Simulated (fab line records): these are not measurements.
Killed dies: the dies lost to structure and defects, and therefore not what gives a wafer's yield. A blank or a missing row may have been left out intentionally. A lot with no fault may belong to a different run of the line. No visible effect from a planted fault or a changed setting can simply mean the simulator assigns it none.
Matching of chambers | flow n5Finfet | 4 sister chambers for N5_BEOL_M10_ETCH_65 on rieDiel-01
The step etches SiARC in CF4, target depth 39 nm, time 65 s. 14 wafers are shown with their chamber, then 7 later ones without.

== EACH WAFER AND ITS CHAMBER ==
wafer  | chamber | throttleValvePct (%) | oesProductAu (a.u.) | etchRfOnTimeS (s)
L078.1 | 0       | 15.15                | 0.72                | 67.3
L078.4 | 1       | 15.90                | 0.60                | 67.3
L078.5 | 0       | 15.16                | 0.72                | 66.1
L080.1 | 1       | 15.90                | 0.60                | 66.5
L080.2 | 0       | 15.17                | 0.70                | 66.4
L080.4 | 3       | 15.39                | 0.73                | 62.8
L082.3 | 1       | 15.92                | 0.60                | 64.8
L082.5 | 0       | 15.17                | 0.71                | 65.0
L082.6 | 3       | 15.41                | 0.73                | 61.9
L083.1 | 0       | 15.19                | 0.70                | 65.2
L083.3 | 2       | 15.34                | 0.66                | 65.9
L083.5 | 2       | 15.35                | 0.65                | 66.4
L085.3 | 0       | 15.19                | 0.68                | 65.5
L085.4 | 2       | 15.37                | 0.64                | 66.9

SIGNATURES (means of the wafers above)
reading          | chamber 0 | chamber 1 | chamber 2 | chamber 3 | scatter within a chamber
throttleValvePct | 15.1717   | 15.9067   | 15.3533   | 15.4000   | 0.0149
oesProductAu     | 0.7050    | 0.6000    | 0.6500    | 0.7300    | 0.0116
etchRfOnTimeS    | 65.917    | 66.200    | 66.400    | 62.350    | 0.887
Rule: for a wafer and a chamber, the distance is found by dividing, reading by reading, the gap between the wafer's reading and the chamber's mean by the reading's scatter, squaring, summing and taking the root. The wafer belongs to the nearest chamber; if the next one is less than 2 further off, it can't be placed. How the scatter is found: for the shown wafers, subtract from each reading the mean of its chamber, square and add these, divide the total by (wafers less chambers), then take the root.

== WAFERS WHOSE CHAMBER IS MISSING ==
wafer  | throttleValvePct (%) | oesProductAu (a.u.) | etchRfOnTimeS (s)
L085.6 | 15.41                | 0.86                | 63.5
L088.1 | 15.45                | 0.70                | 62.2
L088.3 | 15.43                | 0.85                | 63.8
L088.6 | 15.37                | 0.64                | 65.8
L093.1 | 15.47                | 0.69                | 63.2
L093.2 | 15.39                | 0.63                | 66.6
L093.6 | 15.39                | 0.63                | 66.8

== THE CHAMBER EACH PASSED THROUGH ==
wafer  | from the rows above | in truth
L085.6 | 3                   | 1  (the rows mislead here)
L088.1 | 3                   | 3
L088.3 | 3                   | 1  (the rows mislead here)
L088.6 | 2                   | 2
L093.1 | 3                   | 3
L093.2 | 2                   | 2
L093.6 | 2                   | 2
Correctly placed: 5 of 7. From these rows, 0 cannot be placed. Number placed wrongly: 2.
